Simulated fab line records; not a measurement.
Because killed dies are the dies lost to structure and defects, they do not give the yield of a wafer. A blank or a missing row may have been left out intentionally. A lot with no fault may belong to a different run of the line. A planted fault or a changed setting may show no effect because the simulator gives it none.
The tool behind it: which one?	flow n5 finfet	23 lots, 69 wafers sampled, at 6 steps of a route of 1938

== WHAT THE GAUGES READ, wafer by wafer ==
N5_FIN_SAQP_OCD_MEAS_76. Usual: trench depth nm 120.3 nm, standard deviation 1.5.
lot	measured	on	trench depth nm (nm)	flag
L074	day 2 04:01	ocd-02	118.6 121.7 120.0	
L076	day 2 15:59	ocd-01	119.7 120.3 120.9	
L077	day 2 20:38	ocd-01	117.1 118.0 122.1	
L078	day 3 03:26	ocd-01	120.9 120.1 120.3	
L079	day 3 10:34	ocd-02	120.2 119.0 120.5	
L080	day 3 16:15	ocd-02	120.4 120.0 120.6	
L081	day 3 21:07	ocd-01	120.7 121.0 118.2	
L082	day 4 03:34	ocd-01	122.4 120.5 120.9	
L083	day 4 09:49	ocd-02	121.0 119.6 117.8	
L084	day 4 14:28	ocd-02	120.2 118.2 121.7	
L085	day 4 20:08	ocd-01	115.4 119.1 120.3	
L086	day 5 02:46	ocd-01	121.9 117.8 119.9	
L087	day 5 08:17	ocd-02	120.2 121.5 120.2	
L088	day 5 14:12	ocd-01	120.6 121.9 120.5	
L089	day 5 21:14	ocd-01	120.5 121.2 120.5	
L090	day 6 03:44	ocd-02	122.4 121.8 123.7	
L091	day 6 08:00	ocd-01	118.9 122.0 118.2	
L092	day 6 14:28	ocd-02	121.8 121.2 120.4	
L093	day 6 20:05	ocd-02	120.0 122.1 121.1	
L094	day 7 03:41	ocd-01	122.8 122.3 120.6	
L095	day 7 09:47	ocd-01	120.4 122.7 119.7	
L096	day 7 15:26	ocd-01	120.8 119.3 119.1	
L097	day 7 20:29	ocd-02	118.3 117.5 119.6	

== EACH LOT AND THE TOOL THAT RAN IT (in order: tool; ch and the chambers of the sampled wafers; start) ==
lot	N5_PMOS_HMC_CHANNEL_EPI_ETCH_38	N5_PMOS_HMC_CHANNEL_EPI_FIN_RECESS_16	N5_PMOS_HMC_CHANNEL_EPI_EPI_26	N5_FIN_SAQP_HM_DEP_03	N5_FIN_SAQP_ETCH_51
L074	rie si-01 ch 0,1, day 1 18:45	rie si-01 ch 0,1, day 1 18:46	epi rpcvd-02 ch 0, day 1 21:09	pecvd-02 ch 1,2, day 1 22:14	rie diel-04 ch 0,1,2, day 1 23:13
L076	rie si-01 ch 1,2,3, day 2 06:38	rie si-01 ch 1,2,3, day 2 06:40	epi rpcvd-04 ch 0, day 2 08:35	pecvd-02 ch 0,1, day 2 09:34	rie diel-04 ch 0,1,2, day 2 10:45
L077	rie si-06 ch 0,2,3, day 2 11:46	rie si-06 ch 0,2,3, day 2 11:47	epi rpcvd-02 ch 0, day 2 13:48	pecvd-03 ch 0,1,2, day 2 14:40	rie diel-05 ch 0,2,3, day 2 15:53
L078	rie si-01 ch 1,2,3, day 2 19:07	rie si-01 ch 1,2,3, day 2 19:08	epi rpcvd-03 ch 0, day 2 21:02	pecvd-03 ch 0,1,2, day 2 22:11	rie diel-05 ch 0,1,2, day 2 23:07
L079	rie si-06 ch 0,2, day 3 00:38	rie si-06 ch 0,2, day 3 00:39	epi rpcvd-03 ch 0, day 3 02:34	pecvd-02 ch 1,2, day 3 03:43	rie diel-05 ch 1,3, day 3 04:41
L080	rie si-01 ch 0,3, day 3 05:51	rie si-01 ch 0,3, day 3 05:52	epi rpcvd-02 ch 0, day 3 08:43	pecvd-03 ch 0,2, day 3 10:12	rie diel-04 ch 1,2, day 3 11:07
L081	rie si-06 ch 0,2,3, day 3 12:41	rie si-06 ch 0,2,3, day 3 12:43	epi rpcvd-04 ch 0, day 3 15:04	pecvd-02 ch 0,1,2, day 3 16:04	rie diel-05 ch 1,2, day 3 16:58
L082	rie si-06 ch 0,1, day 3 18:37	rie si-06 ch 0,1, day 3 18:38	epi rpcvd-03 ch 0, day 3 20:37	pecvd-04 ch 0,1, day 3 21:45	rie diel-01 ch 0,2, day 3 22:41
L083	rie si-06 ch 2,3, day 3 23:59	rie si-06 ch 2,3, day 4 00:00	epi rpcvd-03 ch 0, day 4 02:07	pecvd-02 ch 0,1,2, day 4 03:26	rie diel-01 ch 0,3, day 4 04:58
L084	rie si-01 ch 0,2,3, day 4 06:20	rie si-01 ch 0,2,3, day 4 06:22	epi rpcvd-03 ch 0, day 4 08:22	pecvd-02 ch 0,2, day 4 09:25	rie diel-01 ch 0,2, day 4 10:20
L085	rie si-06 ch 0,1,3, day 4 11:40	rie si-06 ch 0,1,3, day 4 11:41	epi rpcvd-02 ch 0, day 4 14:03	pecvd-04 ch 0,1,2, day 4 15:10	rie diel-05 ch 0,1,3, day 4 15:57
L086	rie si-01 ch 0,1,2, day 4 18:19	rie si-01 ch 0,1,2, day 4 18:20	epi rpcvd-03 ch 0, day 4 20:19	pecvd-02 ch 1,2, day 4 21:16	rie diel-05 ch 1,2,3, day 4 22:02
L087	rie si-01 ch 0,3, day 4 23:44	rie si-01 ch 0,3, day 4 23:45	epi rpcvd-02 ch 0, day 5 02:04	pecvd-04 ch 0,1,2, day 5 02:58	rie diel-05 ch 0,1,2, day 5 03:53
L088	rie si-03 ch 0,1,3, day 5 05:47	rie si-03 ch 0,1,3, day 5 05:48	epi rpcvd-03 ch 0, day 5 07:44	pecvd-03 ch 0,1,2, day 5 08:41	rie diel-05 ch 0,1,3, day 5 09:29
L089	rie si-06 ch 1,2, day 5 11:29	rie si-06 ch 1,2, day 5 11:31	epi rpcvd-04 ch 0, day 5 13:29	pecvd-02 ch 0,2, day 5 14:28	rie diel-01 ch 2,3, day 5 15:36
L090	rie si-01 ch 0,1,2, day 5 18:23	rie si-01 ch 0,1,2, day 5 18:24	epi rpcvd-03 ch 0, day 5 20:23	pecvd-04 ch 0,1, day 5 21:51	rie diel-05 ch 0,1,2, day 5 22:55
L091	rie si-06 ch 1,3, day 5 23:55	rie si-06 ch 1,3, day 5 23:56	epi rpcvd-03 ch 0, day 6 01:51	pecvd-02 ch 1,2, day 6 02:49	rie diel-01 ch 0,3, day 6 03:48
L092	rie si-06 ch 0,1,2, day 6 06:06	rie si-06 ch 0,1,2, day 6 06:07	epi rpcvd-02 ch 0, day 6 08:01	pecvd-04 ch 0,1, day 6 08:57	rie diel-01 ch 0,3, day 6 09:52
L093	rie si-06 ch 0,1,3, day 6 11:45	rie si-06 ch 0,1,3, day 6 11:46	epi rpcvd-03 ch 0, day 6 13:47	pecvd-04 ch 0,1,2, day 6 14:49	rie diel-01 ch 1,2,3, day 6 15:44
L094	rie si-06 ch 0,1,2, day 6 18:08	rie si-06 ch 0,1,2, day 6 18:09	epi rpcvd-04 ch 0, day 6 20:31	pecvd-04 ch 0,1,2, day 6 21:29	rie diel-01 ch 1,2,3, day 6 22:50
L095	rie si-06 ch 0,1,2, day 7 00:51	rie si-06 ch 0,1,2, day 7 00:52	epi rpcvd-03 ch 0, day 7 03:02	pecvd-03 ch 0,1,2, day 7 04:00	rie diel-01 ch 0,3, day 7 05:10
L096	rie si-01 ch 1,3, day 7 07:07	rie si-01 ch 1,3, day 7 07:08	epi rpcvd-03 ch 0, day 7 09:08	pecvd-03 ch 0,1, day 7 10:17	rie diel-05 ch 0,3, day 7 11:09
L097	rie si-01 ch 0,2, day 7 12:22	rie si-01 ch 0,2, day 7 12:23	epi rpcvd-02 ch 0, day 7 14:19	pecvd-02 ch 0,1, day 7 15:17	rie diel-04 ch 0,3, day 7 16:04
- N5_PMOS_HMC_CHANNEL_EPI_ETCH_38: etches SiO2 in CF4, target depth 1.5 nm.
- N5_PMOS_HMC_CHANNEL_EPI_FIN_RECESS_16: chemistry HBr/Cl2, target Si, target depth 54 nm, time 18 s.
- N5_PMOS_HMC_CHANNEL_EPI_EPI_26: deposits Si from SiH4/H2, target thk 3.8 nm, time 22.7 s.
- N5_FIN_SAQP_HM_DEP_03: deposits SiNx from SiH4/NH3/N2, target thk 38 nm, time 33.6 s.
- N5_FIN_SAQP_ETCH_51: etches SiARC in CF4, target depth 45.5 nm, time 75.8 s.

== AS READ BY THE TOOLS THEMSELVES (means over the sampled wafers that have a number; for cases with no such wafer, the mark the record gives instead) ==
N5_PMOS_HMC_CHANNEL_EPI_ETCH_38. Usual: drypump motor current A 5.8 A, standard deviation 0.41; oes product au 1.001 a.u., standard deviation 0.023; rf fwd power W 784 W, standard deviation 3.7; throttle valve pct 21.70 %, standard deviation 0.27.
lot	tool	drypump motor current A (A)	oes product au (a.u.)	rf fwd power W (W)	throttle valve pct (%)	flag
L074	rie si-01	6.1	1.006	783	21.62	
L076	rie si-01	6.1	0.987	781	21.58	
L077	rie si-06	5.6	0.992	784	21.66	
L078	rie si-01	6.1	0.989	782	21.58	
L079	rie si-06	5.3	1.007	785	21.42	
L080	rie si-01	6.0	1.003	784	21.81	
L081	rie si-06	5.6	0.999	782	21.66	
L082	rie si-06	5.7	0.991	783	21.56	
L083	rie si-06	5.6	0.987	782	21.92	
L084	rie si-01	6.1	1.011	784	21.73	
L085	rie si-06	5.8	0.996	783	21.82	
L086	rie si-01	6.3	1.003	781	21.63	
L087	rie si-01	6.0	1.003	784	21.82	
L088	rie si-03	5.7	0.981	785	21.65	
L089	rie si-06	5.2	1.025	782	21.56	
L090	rie si-01	6.2	1.008	782	21.63	
L091	rie si-06	5.9	1.003	784	22.07	
L092	rie si-06	5.5	1.009	786	21.56	
L093	rie si-06	5.8	0.997	784	21.82	
L094	rie si-06	5.5	1.009	785	21.58	
L095	rie si-06	5.5	1.009	787	21.57	
L096	rie si-01	5.9	0.982	783	21.66	
L097	rie si-01	6.4	1.006	786	21.65	

N5_PMOS_HMC_CHANNEL_EPI_FIN_RECESS_16. Usual: drypump motor current A 5.8 A, standard deviation 0.41; oes product au 1.000 a.u., standard deviation 0.022; rf fwd power W 795.0 W, standard deviation 2.6; throttle valve pct 35.4 %, standard deviation 0.31.
lot	tool	drypump motor current A (A)	oes product au (a.u.)	rf fwd power W (W)	throttle valve pct (%)	flag
L074	rie si-01	6.1	0.998	794.9	35.3	
L076	rie si-01	6.2	0.981	794.9	35.3	
L077	rie si-06	5.6	0.983	796.7	35.4	
L078	rie si-01	6.1	0.995	794.6	35.3	
L079	rie si-06	5.3	0.998	791.9	35.1	
L080	rie si-01	6.0	1.011	793.4	35.6	
L081	rie si-06	5.6	1.000	796.7	35.4	
L082	rie si-06	5.8	0.999	793.9	35.4	
L083	rie si-06	5.6	0.989	795.9	35.6	
L084	rie si-01	6.2	1.003	794.7	35.5	
L085	rie si-06	5.8	1.000	795.7	35.6	
L086	rie si-01	6.2	1.001	795.7	35.4	
L087	rie si-01	6.0	1.000	797.4	35.6	
L088	rie si-03	5.7	0.989	792.8	35.4	
L089	rie si-06	5.2	1.022	795.0	35.2	
L090	rie si-01	6.3	1.001	794.6	35.4	
L091	rie si-06	5.9	0.996	792.1	35.8	
L092	rie si-06	5.5	1.006	793.4	35.3	
L093	rie si-06	5.8	1.003	795.4	35.5	
L094	rie si-06	5.5	1.013	794.1	35.3	
L095	rie si-06	5.5	1.015	797.7	35.3	
L096	rie si-01	5.9	0.990	796.2	35.3	
L097	rie si-01	6.4	1.002	794.1	35.4	

N5_PMOS_HMC_CHANNEL_EPI_EPI_26. Usual: susceptor temp C 649.98 C, standard deviation 0.28; throttle valve pct 10.6 %, standard deviation 0.48.
lot	tool	susceptor temp C (C)	throttle valve pct (%)	flag
L074	epi rpcvd-02	650.06	11.0	
L076	epi rpcvd-04	650.16	11.0	
L077	epi rpcvd-02	649.93	10.9	
L078	epi rpcvd-03	650.00	10.1	
L079	epi rpcvd-03	649.57	10.1	
L080	epi rpcvd-02	649.89	11.0	
L081	epi rpcvd-04	649.80	11.1	
L082	epi rpcvd-03	650.38	10.2	
L083	epi rpcvd-03	649.82	10.0	
L084	epi rpcvd-03	649.85	10.1	
L085	epi rpcvd-02	650.20	11.1	
L086	epi rpcvd-03	650.05	10.2	
L087	epi rpcvd-02	649.97	11.1	
L088	epi rpcvd-03	649.81	10.2	
L089	epi rpcvd-04	650.05	11.1	
L090	epi rpcvd-03	650.05	10.1	
L091	epi rpcvd-03	650.17	10.2	
L092	epi rpcvd-02	650.38	11.0	
L093	epi rpcvd-03	650.13	10.2	
L094	epi rpcvd-04	649.54	11.0	
L095	epi rpcvd-03	650.14	10.2	
L096	epi rpcvd-03	650.11	10.0	
L097	epi rpcvd-02	650.11	10.9	

N5_FIN_SAQP_HM_DEP_03. Usual: heater power w 734 W, standard deviation 77; rf fwd power W 297.4 W, standard deviation 1.4; showerhead plenum p Torr 5.12 Torr, standard deviation 0.081; showerhead vpp V 1090 V, standard deviation 71; susceptor temp C 399.99 C, standard deviation 0.22; throttle valve pct 40.2 %, standard deviation 2.3.
lot	tool	heater power w (W)	rf fwd power W (W)	showerhead plenum p Torr (Torr)	showerhead vpp V (V)	susceptor temp C (C)	throttle valve pct (%)	flag
L074	pecvd-02	818	298.5	5.21	1141	400.29	39.4	
L076	pecvd-02	710	296.8	5.11	1180	400.01	42.4	
L077	pecvd-03	691	296.7	5.05	1051	400.03	39.2	
L078	pecvd-03	714	296.9	5.05	1056	400.01	39.1	
L079	pecvd-02	776	298.4	5.21	1143	400.16	39.6	
L080	pecvd-03	681	296.0	5.03	1057	400.03	39.2	
L081	pecvd-02	795	296.6	5.16	1157	399.92	40.9	
L082	pecvd-04	701	298.1	5.16	988	400.25	39.7	
L083	pecvd-02	780	297.2	5.16	1160	399.96	41.0	
L084	pecvd-02	826	296.0	5.10	1185	400.15	40.4	
L085	pecvd-04	713	298.9	5.13	1047	400.21	39.4	
L086	pecvd-02	782	299.1	5.23	1120	400.15	41.4	
L087	pecvd-04	673	297.8	5.14	1045	400.26	39.5	
L088	pecvd-03	726	297.1	5.05	1052	400.01	39.5	
L089	pecvd-02	797	296.9	5.09	1183	399.93	40.6	
L090	pecvd-04	760	298.4	5.17	1016	399.88	41.6	
L091	pecvd-02	790	298.6	5.24	1112	399.74	41.6	
L092	pecvd-04	714	298.8	5.18	1003	399.95	41.7	
L093	pecvd-04	689	297.8	5.13	1045	399.61	39.7	
L094	pecvd-04	693	297.6	5.14	1045	400.06	39.8	
L095	pecvd-03	662	296.6	5.05	1055	399.96	39.3	
L096	pecvd-03	715	297.1	5.03	1072	400.02	40.0	
L097	pecvd-02	661	297.3	5.18	1137	399.91	42.9	

N5_FIN_SAQP_ETCH_51. Usual: value, then standard deviation, for each; drypump motor current A 5.9 A / 0.52; etch rf on time s 75.8 s / 0.97; oes product au 0.68 a.u. / 0.062; rf fwd power W 539.6 W / 2.5; rf vpp V 184.4 V / 1; showerhead plenum p Torr 2.17 Torr / 0.054; throttle valve pct 15.66 % / 0.16.
lot	tool	drypump motor current A (A)	etch rf on time s (s)	oes product au (a.u.)	rf fwd power W (W)	rf vpp V (V)	showerhead plenum p Torr (Torr)	throttle valve pct (%)	flag
L074	rie diel-04	6.0	76.4	0.62	537.6	185.1	2.16	15.75	
L076	rie diel-04	6.0	76.5	0.61	540.2	183.8	2.16	15.77	
L077	rie diel-05	5.9	76.2	0.72	539.6	184.8	2.19	15.69	
L078	rie diel-05	6.1	75.0	0.71	540.6	184.9	2.22	15.61	
L079	rie diel-05	6.4	74.8	0.72	540.0	184.3	2.14	15.49	
L080	rie diel-04	5.8	76.7	0.62	542.3	183.9	2.14	15.82	
L081	rie diel-05	6.4	76.2	0.67	542.6	184.5	2.18	15.56	
L082	rie diel-01	6.0	76.6	0.74	539.0	183.8	2.14	15.47	
L083	rie diel-01	6.0	75.4	0.76	539.1	183.4	2.13	15.53	
L084	rie diel-01	5.5	76.3	0.67	539.1	184.4	2.17	15.53	
L085	rie diel-05	6.1	75.8	0.72	539.9	184.4	2.17	15.58	
L086	rie diel-05	6.2	75.4	0.69	539.9	184.5	2.15	15.68	
L087	rie diel-05	6.1	75.2	0.68	539.7	184.8	2.21	15.65	
L088	rie diel-05	6.1	76.3	0.71	538.6	184.6	2.16	15.60	
L089	rie diel-01	5.1	76.3	0.63	538.8	184.1	2.18	15.68	
L090	rie diel-05	6.1	76.0	0.68	540.3	184.5	2.21	15.66	
L091	rie diel-01	5.6	74.9	0.71	540.7	184.3	2.13	15.69	
L092	rie diel-01	6.1	75.6	0.73	537.1	183.8	2.12	15.57	
L093	rie diel-01	5.3	75.4	0.65	540.1	184.1	2.16	15.73	
L094	rie diel-01	5.3	75.5	0.65	539.9	184.5	2.16	15.73	
L095	rie diel-01	6.1	76.3	0.71	539.4	184.0	2.12	15.59	
L096	rie diel-05	5.8	77.3	0.70	538.3	184.7	2.20	15.69	
L097	rie diel-04	5.7	76.0	0.73	541.1	184.8	2.20	15.57	

== THE ANSWER, worked out from the rows above alone ==
Rule: take the mean of a lot's wafers that have a number; if it is more than 3 standard deviations from the usual mean, the lot is off. A lot without any number at a reading at which 4 lots or more have one is off too. All remaining lots with rows at the step are treated as sound. First the gauges in route order, then the tools' own readings, where a lot's mean is used as printed above. At the first step where some lot is off, the reading lying furthest off is the one used; lots without a number count as furthest.
Across all readings shown, no lot is off: no conclusion can be drawn from this.

== WHAT WAS PUT IN BY THE SIMULATOR ==
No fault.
